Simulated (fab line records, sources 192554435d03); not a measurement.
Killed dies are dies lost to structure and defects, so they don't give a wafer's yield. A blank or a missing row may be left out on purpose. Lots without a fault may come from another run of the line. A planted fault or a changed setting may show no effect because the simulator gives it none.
Split-lot experiment | flow n5_finfet | 7 lots, 21 wafers read, on a route of 1938 steps

THE SPLIT
At N5_SD_EPI_P_EXPOSE_06 (exposes mask SD P BLK, target cd 240 nm), the setting dose_mj was moved away from the recipe's 39.5 on 8 of the 21 wafers read, by -6.9% to +3.4%. The other wafers ran this setting at the recipe's value.

FROM THE SPLIT TO THE READING: what the file shows between them, 2 steps
- N5_SD_EPI_P_PEB_07: peb time 60 s
- N5_SD_EPI_P_DEVELOP_08: develop time 30 s

THE READING
cd_nm, in nm, at N5_SD_EPI_P_CD_MEAS_09 (target cd 240 nm). Fault-free wafers of this fab line usually give 240.0 nm, standard deviation 0.74 nm.

wafer  | tool, chamber at the split | dose_mj as run | against the recipe | cd_nm, nm | against lot-mates on the recipe
L079.1 | arfi_scanner-02, 0         | 39.5           | recipe             | 240.5     | -
L079.3 | arfi_scanner-02, 0         | 36.92          | -6.5%              | 235.1     | -5.4
L079.6 | arfi_scanner-02, 0         | 36.92          | -6.5%              | 235.1     | -5.4
L080.1 | arfi_scanner-02, 0         | 39.5           | recipe             | 240.4     | -
L080.2 | arfi_scanner-02, 0         | 39.5           | recipe             | 240.0     | -
L080.4 | arfi_scanner-02, 0         | 39.5           | recipe             | 239.6     | -
L082.3 | arfi_scanner-03, 0         | 40.84          | +3.4%              | 242.3     | no lot-mate on the recipe
L082.4 | arfi_scanner-03, 0         | 40.84          | +3.4%              | 240.9     | no lot-mate on the recipe
L082.5 | arfi_scanner-03, 0         | 40.84          | +3.4%              | 241.1     | no lot-mate on the recipe
L083.2 | arfi_scanner-02, 0         | 39.5           | recipe             | 240.2     | -
L083.3 | arfi_scanner-02, 0         | 39.5           | recipe             | 240.4     | -
L083.6 | arfi_scanner-02, 0         | 39.5           | recipe             | 239.5     | -
L090.3 | arfi_scanner-02, 0         | 39.5           | recipe             | 241.7     | -
L090.5 | arfi_scanner-02, 0         | 39.5           | recipe             | 240.0     | -
L090.6 | arfi_scanner-02, 0         | 36.79          | -6.9%              | 236.2     | -4.7
L092.1 | arfi_scanner-02, 0         | 39.5           | recipe             | 240.2     | -
L092.5 | arfi_scanner-02, 0         | 39.5           | recipe             | 240.5     | -
L092.6 | arfi_scanner-02, 0         | 39.5           | recipe             | 240.5     | -
L096.2 | arfi_scanner-03, 0         | 39.5           | recipe             | 239.9     | -
L096.3 | arfi_scanner-03, 0         | 37.98          | -3.8%              | 237.0     | -2.9
L096.6 | arfi_scanner-03, 0         | 37.98          | -3.8%              | 237.1     | -2.8

THE FIT
A straight line over all 21 wafers: cd_nm changes by +0.646 nm for each +1% of dose_mj; r = +0.95; the points scatter about the line by 0.69 nm.
The same after taking each lot's own level away (the mean of its wafers on the recipe; 18 wafers): +0.768 nm for each +1%; r = +0.98; scatter 0.43 nm.
On that fit, the largest move of dose_mj shifts the reading by 5.3 nm.
The lots' own levels span 239.90 to 240.85 nm, that is 1.3 times the standard deviation above.
So the lot-to-lot level changes the slope: the two fits differ.
Check: with one of the wafers moved furthest among these (-6.9%) left out of the fit, the line predicts -5.52 nm for it against its lot-mates. It came out at -4.65 nm against them.

THE WHOLE CHAIN: every reading that the file lists as answering this split, in the file's order
step                   | what it does                                           | reading                                                         | change (the file's fit)               | r (the file's)
N5_SD_EPI_P_CD_MEAS_09 | target cd 240 nm                                       | cd_nm                                                           | +0.747 nm for each +1% of the setting | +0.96
N5_SD_EPI_P_DESCUM_14  | chemistry O2, time 7.9 s                               | SD_EPI_P.cd_nm (the simulator's own value, which no gauge read) | +0.719 nm for each +1% of the setting | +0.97
N5_SD_EPI_P_ETCH_36    | etches SiARC in CF4, target depth 45.5 nm, time 75.8 s | SD_EPI_P.cd_nm (the simulator's own value, which no gauge read) | +0.697 nm for each +1% of the setting | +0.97

THE FILE'S OWN FIT
cd_nm changes by +0.747 nm for each +1% of dose_mj, r = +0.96.
